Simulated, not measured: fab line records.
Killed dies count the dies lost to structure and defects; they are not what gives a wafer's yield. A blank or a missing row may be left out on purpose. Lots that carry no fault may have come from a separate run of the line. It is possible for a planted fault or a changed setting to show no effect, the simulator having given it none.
fab line records / flow n5-finfet
record: lots: 4 wafers: 12 last-day: 17
route steps=1938 shown BEOL_M12@1635 BEOL_M13@1659 PASSIVATION@1936
lots with no fault: from the same line, run without faults
start-h: hours from the record's first day to the start of the lot's first wafer shown / wait-h: time in hours since the lot's previous step / " the same as in the row above / L1.1+2: a row that stands for several wafers / - no value, or no start was given / * or withheld: withheld / < > ~ a bound
route shown NAME@n: a module of which the file shows steps, and the number in the route of the first / usual: average and standard deviation across the fault-free wafers / same: alike in all rows / chamber/n: place in a boat / sites: each site's reading / _std_site: their standard deviation / _edge_site: the outer-site mean with the inner-site mean subtracted / radius-mm: how far each site lies from the wafer's centre / mask NAME#n: copy n / behind: the last tool/chamber to shape the wafer / hold: why the lot was held/for how many hours/how that ended / device: whichever transistor did not switch (one of n, p or np) / end of line: tests of these same wafers at the route's end / a step given without rows: its recipe and nothing more / killed: count of dies lost to structure and defects at first sort (not the wafer's yield) / map: the dies of a wafer, with x for killed, . for not killed, _ for no die there
set.NAME: the run value of the setting; set.NAME@STEP: its run value at that earlier step / model.NAME: the simulator's own value behind a step, which no gauge read
lots at selected steps of the route; one table per step, one row per wafer
== steps ==
step: N5_BEOL_M12_DESCUM_33
recipe: chemistry: O2 time-s: 7.9 source-power-w: 50 bias-power-w: 20 pressure-mtorr: 20 rf-frequency-hz: 2.712e+07 temp-c: 40 o2-flow-sccm: 225
step: N5_BEOL_M12_ETCH_67
recipe: chemistry: CF4 target: SiARC target-depth-a: 1430 time-s: 238.3 ion-energy-ev: 80 pressure-mtorr: 40 source-w: 545 bias-w: 36 Ar_flow_sccm: 100 cf4-flow-sccm: 100 ends: cleared
step: N5_BEOL_M12_ETCH_68
recipe: chemistry: N2/H2 target: SOC mask-material: SiARC source-w: 3000 bias-w: 350 temp-c: 40 time-s: 285 ion-energy-ev: 200 pressure-mtorr: 30 n2-flow-sccm: 200 h2-flow-sccm: 200
step: N5_BEOL_M12_STRIP_69
recipe: chemistry: N2/H2 temp-c: 40 n2-flow-sccm: 200 h2-flow-sccm: 200 rf-frequency-hz: 6e+07
step: N5_BEOL_M12_TRENCH_ETCH_34
recipe: chemistry: C4F8/O2/Ar target: SiOC target-depth-a: 3189.5 mask-material: SOC pressure-mtorr: 30 source-w: 3000 bias-w: 700 Ar_flow_sccm: 400 C4F8_flow_sccm: 15 O2_flow_sccm: 8 he-inner-torr: 15 he-outer-torr: 30 time-s: 125.5 ion-energy-ev: 250
step: N5_BEOL_M12_STRIP_70
recipe: chemistry: C4F8/O2/Ar resist: SiARC rf-frequency-hz: 6e+07
step: N5_BEOL_M12_STRIP_37
recipe: chemistry: N2/H2 power-w: 1000 temp-c: 250 h2-frac: 0.65 overash-fraction: 0.3 pressure-mtorr: withheld n2-flow-sccm: 1750 h2-flow-sccm: 3250
step: N5_BEOL_M12_ETCH_38
recipe: chemistry: CF4/N2 target: SiCN target-depth-a: 687 taper-deg: 2 time-s: 73.4 ion-energy-ev: 150 mask-material: SiO2 pressure-mtorr: 40 source-w: 430 bias-w: 70 Ar_flow_sccm: 100 cf4-flow-sccm: 60 n2-flow-sccm: 60
step: N5_BEOL_M12_PRECLEAN_39
recipe: chemistry: residue-remover time-s: 60 temp-c: 40
step: N5_BEOL_M12_SRD_40
recipe: time-s: 30 temp-c: 23 rinse-liquid: diw dry: n2-spin spin-rpm: 1500 dry-time-s: 30
step: N5_BEOL_M12_DEGAS_41
recipe: ambient: vacuum temp-c: 250 time-s: 60
step: N5_BEOL_M12_PRE_CLEAN_42
recipe: gas: H2/He time-s: 30 temp-c: 250
usual: heater-power-w: 341/36
lot.wafer=L149.1 tool=pvd-sputter-03 chamber=- start-h=271.53 wait-h=0.0 heater-power-w=322
lot.wafer=L149.3 tool=pvd-sputter-03 chamber=- start-h=271.53 wait-h=0.0 heater-power-w=293
lot.wafer=L149.6 tool=pvd-sputter-03 chamber=- start-h=271.53 wait-h=0.0 heater-power-w=326
lot.wafer=L155.1 tool=pvd-sputter-02 chamber=- start-h=304.62 wait-h=0.0 heater-power-w=311
lot.wafer=L155.2 tool=pvd-sputter-02 chamber=- start-h=304.62 wait-h=0.0 heater-power-w=357
lot.wafer=L155.4 tool=pvd-sputter-02 chamber=- start-h=304.62 wait-h=0.0 heater-power-w=400
lot.wafer=L161.1 tool=pvd-sputter-03 chamber=- start-h=355.67 wait-h=0.0 heater-power-w=381
lot.wafer=L161.2 tool=pvd-sputter-03 chamber=- start-h=355.67 wait-h=0.0 heater-power-w=377
lot.wafer=L161.3 tool=pvd-sputter-03 chamber=- start-h=355.67 wait-h=0.0 heater-power-w=288
lot.wafer=L164.1 tool=pvd-sputter-03 chamber=- start-h=370.68 wait-h=0.0 heater-power-w=371
lot.wafer=L164.2 tool=pvd-sputter-03 chamber=- start-h=370.68 wait-h=0.0 heater-power-w=377
lot.wafer=L164.6 tool=pvd-sputter-03 chamber=- start-h=370.68 wait-h=0.0 heater-power-w=315
step: N5_BEOL_M12_SPUTTER_43
recipe: material: TaN target-thk-a: 150 temp-c: 50 bias-v: 168.6 power-w: 15000 chamber-pressure-pa: 0.12 time-s: 24.19
step: N5_BEOL_M12_SPUTTER_44
recipe: material: Ta target-thk-a: 100 temp-c: 50 bias-v: 80 power-w: 15000 chamber-pressure-pa: 0.07 time-s: 16.13
step: N5_BEOL_M12_SPUTTER_45
recipe: material: Cu target-thk-a: 800 temp-c: -20 bias-v: 60 power-w: 26000 chamber-pressure-pa: 0.13 time-s: 13.33
step: N5_BEOL_M12_ECD_47
recipe: material: Cu target-thk-a: 7200
step: N5_BEOL_M12_ANNEAL_48
recipe: temp-c: 225 time-s: 90 ambient: N2
step: N5_BEOL_M12_CMP_49
recipe: stop-on: SiOC t-overpolish-s: 20.6 down-force-psi: 1 platen-rpm: 50 clearing-platen-down-force-psi: 1.5 clearing-platen-rpm: 50 post-cmp-clean: cu-alkaline target-thk-nm: 320 clearing-platen-pad-velocity-m-s: 0.99484 pad-velocity-m-s: 0.99484
step: N5_BEOL_M12_PRE_CLEAN_52
recipe: gas: NH3 time-s: 15 temp-c: withheld rf-power-w: 300
step: N5_BEOL_M12_DEP_53
recipe: material: SiCN target-thk-a: 300 temp-c: withheld precursor: 3MS/NH3 pressure-torr: 3 rf-w: 675 time-s: 10.5
step: N5_BEOL_M13_ILD_DEP_00
recipe: material: SiOC target-thk-a: 8379.2 temp-c: 350 precursor: DEMS/O2 pressure-torr: 5 rf-w: 500 time-s: 166.4
step: N5_BEOL_M13_COAT_58
recipe: resist: BARC temp-c: 205 time-s: 60 spin-rpm: 1500 resist-thk-nm: 89
step: N5_BEOL_M13_COAT_04
recipe: spin-rpm: 1625 resist-thk-nm: 400
step: N5_BEOL_M13_EBR_06
recipe: solvent: PGMEA ebr-width-mm: 1.5
step: N5_BEOL_M13_SOFTBAKE_05
recipe: temp-c: 130 time-s: 60
step: N5_BEOL_M13_EXPOSE_07
recipe: mask-id: V12 na: 0.93 source-shape: conventional sigma-outer: 0.6 polarization: unpolarized attpsm-phase-deg: 180 dose-mj: 24.8
step: N5_BEOL_M13_PEB_08
recipe: peb-temp-c: 130 peb-time-s: 90
step: N5_BEOL_M13_DEVELOP_09
recipe: develop-time-s: 45 rinse-liquid: diw dry: air-spin dev-temp-c: 21
step: N5_BEOL_M13_HARDBAKE_14
recipe: temp-c: 130 time-s: 120
step: N5_BEOL_M13_DESCUM_15
recipe: chemistry: O2 time-s: 7.9 source-power-w: 50 bias-power-w: 20 pressure-mtorr: 20 rf-frequency-hz: 2.712e+07 temp-c: 40 o2-flow-sccm: 225
step: N5_BEOL_M13_ETCH_59
recipe: chemistry: N2/H2 target: BARC target-depth-a: 890 overetch-a: 267 time-s: 67.9 ion-energy-ev: 200 pressure-mtorr: 30 source-w: 840 bias-w: 150 n2-flow-sccm: 200 h2-flow-sccm: 200
step: N5_BEOL_M13_VIA_ETCH_16
recipe: chemistry: C4F8/O2/Ar target: SiOC pressure-mtorr: 30 source-w: 3000 bias-w: 700 Ar_flow_sccm: 400 C4F8_flow_sccm: 15 O2_flow_sccm: 8 he-inner-torr: 15 he-outer-torr: 30 target-depth-a: 9217 time-s: withheld ion-energy-ev: 250 ends: cleared
step: N5_BEOL_M13_STRIP_63
recipe: chemistry: N2/H2 power-w: 1000 temp-c: 250 h2-frac: 0.65 overash-fraction: 0.3 pressure-mtorr: 1000 n2-flow-sccm: 1750 h2-flow-sccm: 3250
step: N5_BEOL_M13_STRIP_64
recipe: chemistry: N2/H2 power-w: 1000 temp-c: 250 h2-frac: 0.65 overash-fraction: 0.3 pressure-mtorr: withheld n2-flow-sccm: 1750 h2-flow-sccm: 3250
step: N5_PASSIVATION_PROBE_49
usual: defect-limited-yield: 91.6/1.4 killed_at_M0_to_M3: 35/10 killed_at_M4_up: 13/4.8 killed-at-contacts: 12/7.2 killed-at-front-end: 36/12 killed-at-other: 4/3.1 killed-dies: 100/17 killed-open: 66/13 killed-short: 32/7.3 sort_bin_4_leakage: 0.00/0.0099 sort_bin_5_function: 5.0/0.94 sort_bin_6_memory: 3.1/0.67 sort_bin_8_speed: 0.01/0.047 sort-n-pass: 1080/17
same: gross-dies: 1180 killed-at-back-side: 0
lot.wafer=L149.1 tool=prober-02 chamber=- start-h=311.73 wait-h=0.0 defect-limited-yield[%]=90.1 killed_at_M0_to_M3=47 killed_at_M4_up=24 killed-at-contacts=16 killed-at-front-end=29 killed-at-other=1 killed-dies=117 killed-open=72 killed-short=45 sort_bin_4_leakage[%]=0 sort_bin_5_function[%]=6.5 sort_bin_6_memory[%]=3.1 sort_bin_8_speed[%]=0 sort-n-pass=1063
lot.wafer=L149.3 tool=prober-02 chamber=- start-h=311.83 wait-h=0.1 defect-limited-yield[%]=90.3 killed_at_M0_to_M3=51 killed_at_M4_up=12 killed-at-contacts=21 killed-at-front-end=27 killed-at-other=3 killed-dies=114 killed-open=77 killed-short=33 sort_bin_4_leakage[%]=0 sort_bin_5_function[%]=5.6 sort_bin_6_memory[%]=3.4 sort_bin_8_speed[%]=0 sort-n-pass=1066
lot.wafer=L149.6 tool=prober-02 chamber=- start-h=311.98 wait-h=0.3 defect-limited-yield[%]=90.3 killed_at_M0_to_M3=58 killed_at_M4_up=18 killed-at-contacts=13 killed-at-front-end=25 killed-at-other=0 killed-dies=114 killed-open=66 killed-short=41 sort_bin_4_leakage[%]=0 sort_bin_5_function[%]=5.8 sort_bin_6_memory[%]=3.4 sort_bin_8_speed[%]=0 sort-n-pass=1066
lot.wafer=L155.1 tool=prober-01 chamber=- start-h=356.78 wait-h=0.0 defect-limited-yield[%]=92.5 killed_at_M0_to_M3=23 killed_at_M4_up=9 killed-at-contacts=12 killed-at-front-end=38 killed-at-other=7 killed-dies=89 killed-open=58 killed-short=30 sort_bin_4_leakage[%]=0 sort_bin_5_function[%]=3.9 sort_bin_6_memory[%]=3.4 sort_bin_8_speed[%]=0 sort-n-pass=1091
lot.wafer=L155.2 tool=prober-01 chamber=- start-h=356.83 wait-h=0.1 defect-limited-yield[%]=91.6 killed_at_M0_to_M3=29 killed_at_M4_up=20 killed-at-contacts=12 killed-at-front-end=36 killed-at-other=2 killed-dies=99 killed-open=62 killed-short=37 sort_bin_4_leakage[%]=0 sort_bin_5_function[%]=4.7 sort_bin_6_memory[%]=3.6 sort_bin_8_speed[%]=0 sort-n-pass=1081
lot.wafer=L155.4 tool=prober-01 chamber=- start-h=356.93 wait-h=0.2 defect-limited-yield[%]=92.4 killed_at_M0_to_M3=25 killed_at_M4_up=10 killed-at-contacts=9 killed-at-front-end=42 killed-at-other=4 killed-dies=90 killed-open=57 killed-short=33 sort_bin_4_leakage[%]=0 sort_bin_5_function[%]=4.2 sort_bin_6_memory[%]=3.1 sort_bin_8_speed[%]=0 sort-n-pass=1090
lot.wafer=L161.1 tool=prober-01 chamber=- start-h=389.01 wait-h=0.0 defect-limited-yield[%]=83.4 killed_at_M0_to_M3=28 killed_at_M4_up=108 killed-at-contacts=13 killed-at-front-end=43 killed-at-other=4 killed-dies=196 killed-open=69 killed-short=32 sort_bin_4_leakage[%]=0 sort_bin_5_function[%]=10.5 sort_bin_6_memory[%]=4.7 sort_bin_8_speed[%]=0 sort-n-pass=984
lot.wafer=L161.2 tool=prober-01 chamber=- start-h=389.06 wait-h=0.1 defect-limited-yield[%]=88.0 killed_at_M0_to_M3=31 killed_at_M4_up=59 killed-at-contacts=9 killed-at-front-end=40 killed-at-other=3 killed-dies=142 killed-open=69 killed-short=25 sort_bin_4_leakage[%]=0 sort_bin_5_function[%]=7.3 sort_bin_6_memory[%]=3.8 sort_bin_8_speed[%]=0 sort-n-pass=1038
lot.wafer=L161.3 tool=prober-01 chamber=- start-h=389.11 wait-h=0.1 defect-limited-yield[%]=86.6 killed_at_M0_to_M3=36 killed_at_M4_up=61 killed-at-contacts=14 killed-at-front-end=43 killed-at-other=4 killed-dies=158 killed-open=72 killed-short=36 sort_bin_4_leakage[%]=0 sort_bin_5_function[%]=8.4 sort_bin_6_memory[%]=3.7 sort_bin_8_speed[%]=0.17 sort-n-pass=1022
lot.wafer=L164.1 tool=prober-01 chamber=- start-h=412.09 wait-h=0.0 defect-limited-yield[%]=89.2 killed_at_M0_to_M3=27 killed_at_M4_up=50 killed-at-contacts=13 killed-at-front-end=32 killed-at-other=6 killed-dies=128 killed-open=52 killed-short=35 sort_bin_4_leakage[%]=0 sort_bin_5_function[%]=6.4 sort_bin_6_memory[%]=3.3 sort_bin_8_speed[%]=0 sort-n-pass=1052
lot.wafer=L164.2 tool=prober-01 chamber=- start-h=412.14 wait-h=0.1 defect-limited-yield[%]=83.9 killed_at_M0_to_M3=29 killed_at_M4_up=118 killed-at-contacts=19 killed-at-front-end=22 killed-at-other=2 killed-dies=190 killed-open=64 killed-short=22 sort_bin_4_leakage[%]=0.08 sort_bin_5_function[%]=10.8 sort_bin_6_memory[%]=3.8 sort_bin_8_speed[%]=0 sort-n-pass=989
lot.wafer=L164.6 tool=prober-01 chamber=- start-h=412.34 wait-h=0.3 defect-limited-yield[%]=83.0 killed_at_M0_to_M3=18 killed_at_M4_up=111 killed-at-contacts=17 killed-at-front-end=47 killed-at-other=8 killed-dies=201 killed-open=60 killed-short=40 sort_bin_4_leakage[%]=0 sort_bin_5_function[%]=10.5 sort_bin_6_memory[%]=4.9 sort_bin_8_speed[%]=0 sort-n-pass=979
killed by level:class
L149.1 BEOL_M0_SAQP:geometric-particle:short=14 BEOL_M4:geometric-particle:open=14 MOL_CONTACT_COAG:geometric-particle:open=13 BEOL_M0_SAQP:geometric-particle:open=13 FIN_SAQP:geometric-particle:open=8 FIN_SAQP:geometric-particle:short=6 BEOL_M3:geometric-particle:open=6 BEOL_M1:geometric-particle:short=5
L149.3 BEOL_M0_SAQP:geometric-particle:open=15 MOL_CONTACT_COAG:geometric-particle:open=14 BEOL_M3:geometric-particle:open=12 BEOL_M0_SAQP:geometric-particle:short=11 MOL_CONTACT_COAG:geometric-particle:short=7 BEOL_M1:geometric-particle:open=6 GATE_CUT:geometric-particle:short=5 BEOL_M2:geometric-particle:open=5
L149.6 BEOL_M0_SAQP:geometric-particle:short=17 BEOL_M2:geometric-particle:open=13 BEOL_M0_SAQP:geometric-particle:open=13 MOL_CONTACT_COAG:geometric-particle:open=10 BEOL_M3:geometric-particle:open=5 BEOL_M4:geometric-particle:open=5 BEOL_M8:geometric-particle:open=5 STARTING-WAFER:geometric-particle:short=5
L155.1 MOL_CONTACT_COAG:geometric-particle:open=11 STI_FIN_REVEAL:geometric-particle:open=8 FIN_SAQP:geometric-particle:short=7 BEOL_M0_SAQP:geometric-particle:short=5 BEOL_M1:geometric-particle:open=5 FIN_SAQP:geometric-particle:open=4 DUMMY_GATE:geometric-particle:open=4 BEOL_M0_SAQP:geometric-particle:open=4
L155.2 STI_FIN_REVEAL:geometric-particle:open=17 BEOL_M4:geometric-particle:open=9 MOL_CONTACT_COAG:geometric-particle:open=8 BEOL_M0_SAQP:geometric-particle:short=8 BEOL_M1:geometric-particle:open=8 STARTING-WAFER:geometric-particle:short=4 FIN_SAQP:geometric-particle:open=4 MOL_CONTACT_COAG:geometric-particle:short=4
L155.4 FIN_SAQP:geometric-particle:open=13 BEOL_M0_SAQP:geometric-particle:short=12 STI_FIN_REVEAL:geometric-particle:open=10 BEOL_M0_SAQP:geometric-particle:open=7 MOL_CONTACT_COAG:geometric-particle:open=6 FIN_SAQP:geometric-particle:short=3 MOL_CONTACT_COAG:geometric-particle:short=3 BEOL_M1:geometric-particle:open=3
L161.1 BEOL_M12:unspecified=94 MOL_CONTACT_COAG:geometric-particle:open=12 FIN_SAQP:geometric-particle:open=10 BEOL_M1:geometric-particle:open=9 FIN_SAQP:geometric-particle:short=6 STI_FIN_REVEAL:geometric-particle:open=5 STARTING-WAFER:geometric-particle:short=5 BEOL_M0_SAQP:geometric-particle:open=5
L161.2 BEOL_M12:unspecified=48 BEOL_M1:geometric-particle:open=11 STI_FIN_REVEAL:geometric-particle:open=9 FIN_SAQP:geometric-particle:open=6 BEOL_M2:geometric-particle:open=6 FIN_SAQP:geometric-particle:short=5 MOL_CONTACT_COAG:geometric-particle:open=5 BEOL_M3:geometric-particle:open=5
L161.3 BEOL_M12:unspecified=45 FIN_SAQP:geometric-particle:open=12 MOL_CONTACT_COAG:geometric-particle:open=9 FIN_SAQP:geometric-particle:short=8 BEOL_M1:geometric-particle:open=7 BEOL_M2:geometric-particle:open=7 STI_FIN_REVEAL:geometric-particle:open=6 BEOL_M3:geometric-particle:open=6
L164.1 BEOL_M12:unspecified=41 MOL_CONTACT_COAG:geometric-particle:open=11 STI_FIN_REVEAL:geometric-particle:open=9 BEOL_M0_SAQP:geometric-particle:short=7 BEOL_M3:geometric-particle:open=5 FIN_SAQP:geometric-particle:short=4 GATE_CUT:geometric-particle:short=4 BEOL_M0_SAQP:geometric-particle:open=4
L164.2 BEOL_M12:unspecified=104 MOL_CONTACT_COAG:geometric-particle:open=16 BEOL_M0_SAQP:geometric-particle:open=9 BEOL_M3:geometric-particle:open=9 BEOL_M4:geometric-particle:open=8 FIN_SAQP:geometric-particle:open=4 STI_FIN_REVEAL:geometric-particle:open=4 FIN_SAQP:geometric-particle:short=3
L164.6 BEOL_M12:unspecified=101 MOL_CONTACT_COAG:geometric-particle:open=12 FIN_SAQP:geometric-particle:short=11 DUMMY_GATE:geometric-particle:open=8 FIN_SAQP:geometric-particle:open=6 GATE_CUT:geometric-particle:short=5 MOL_CONTACT_COAG:geometric-particle:short=5 BEOL_M0_SAQP:geometric-particle:open=5
map L161.1 (x killed, . not)
_________________x.x.........________________
______________.....x..x....x...x_____________
___________............x...........__________
__________......x....x..x.x.x.x....x_________
________...........x.....x..x.x....x.._______
_______.............x..............x...______
______...............x...............x.x_____
_____..x...x.............................____
____......................x...............___
___.............x.....x....................__
___x.....x.x....................x..........__
__..........x.......x..................x.x.._
__.....x...................................._
_..............x....x..........x.....x.....x.
_..x.................x.....x...............x.
_.....x...............x.................x....
_........x.....xx......x......x.............x
_....x.........x.x....................x....x.
_.....x.x.x......x.........x.................
_...................x.x...x..................
_...x................................x...x...
__......x..xx.....xx.....xx....x......x....x_
__.......x.x....x.x.xx.xx..x.....x.....x.x.._
___..x.........xxxxxx.xx...................__
___...........x.x.xxxxxx.x...xx.......x....__
____..........x.xxxxxxxxxx.xx.............___
_____...x.xx..xxxxxxxxxxx.x......x.......____
______.......xxxxxxxxxxx.xx............._____
_______.x.....x.xxxxxxxxxx.x.......x.x.______
________.......xx.xxxxxxx............._______
__________........xxxxxxxx.........._________
___________x......x....x...........__________
______________....x...xx........_____________
_________________........x...________________
map L164.6 (x killed, . not)
_________________............________________
______________x................._____________
___________...x...xxx..............__________
__________.........................._________
________.x............................_______
_______............................x...______
______.......x....x.......x....x........_____
_____.....xx..x....x.....................____
____..x..............x.........x........x.___
___....x..x.............x...xx....x........__
___..............x.x................x......__
__...........x.....x....x.x...xxx..........._
__.x..................xx........xx...x..x..._
_........................x.x...x......x.xx...
_........x........xx..x.x..x...........x.....
_....x.............x..x.xxx.x.x....x.........
_.......x....x...xxxxxxxxxxxx.x..............
_....x........xx..xxxxxxxxx.xx......x........
_................xxxxxxxxxxxxx.....x.........
_.......x..xx...xxxxxxxxxxxxx....xx.......x..
_.........x......x.xxxxxxxxxx................
__.x..x...........xxxxxxxxxx.x.......x......_
__..x..........x.x.xxxxxxxxx..xx............_
___................x.xxxxx..x..............__
___..............x....x..x.......x......x..__
____..............x......x.x..x...........___
_____..x........x........................____
______.......................x.........._____
_______.........................x......______
________........x..x....x..x..x......._______
__________...........xx.....x......._________
___________...x........xx......x...__________
______________................x._____________
_________________..x.........________________
== key ==
first-sign: step: N5_PASSIVATION_PROBE_49 reading: killed_at_M4_up direction: up sigmas: 15 usual: 13 struck: 84
effect: step: N5_PASSIVATION_PROBE_49 reading: killed-dies direction: up sigmas: 4.2 usual: 100 struck: 169
more-kills-born-at: N5_BEOL_M12_PRE_CLEAN_42@pvd-sputter-03: 433
met-at N5_BEOL_M12_PRE_CLEAN_42
struck-wafers L161.1,L161.2,L161.3,L164.1,L164.2,L164.6
onset-between 271.53 355.67
also-fits time
fault: kind: chamber-particle-source tool: pvd-sputter-03 chamber: - onset-h: 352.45 steps: N5_BEOL_M12_PRE_CLEAN_42 rate-per-visit-cm2: 0.4463 end-h: 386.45
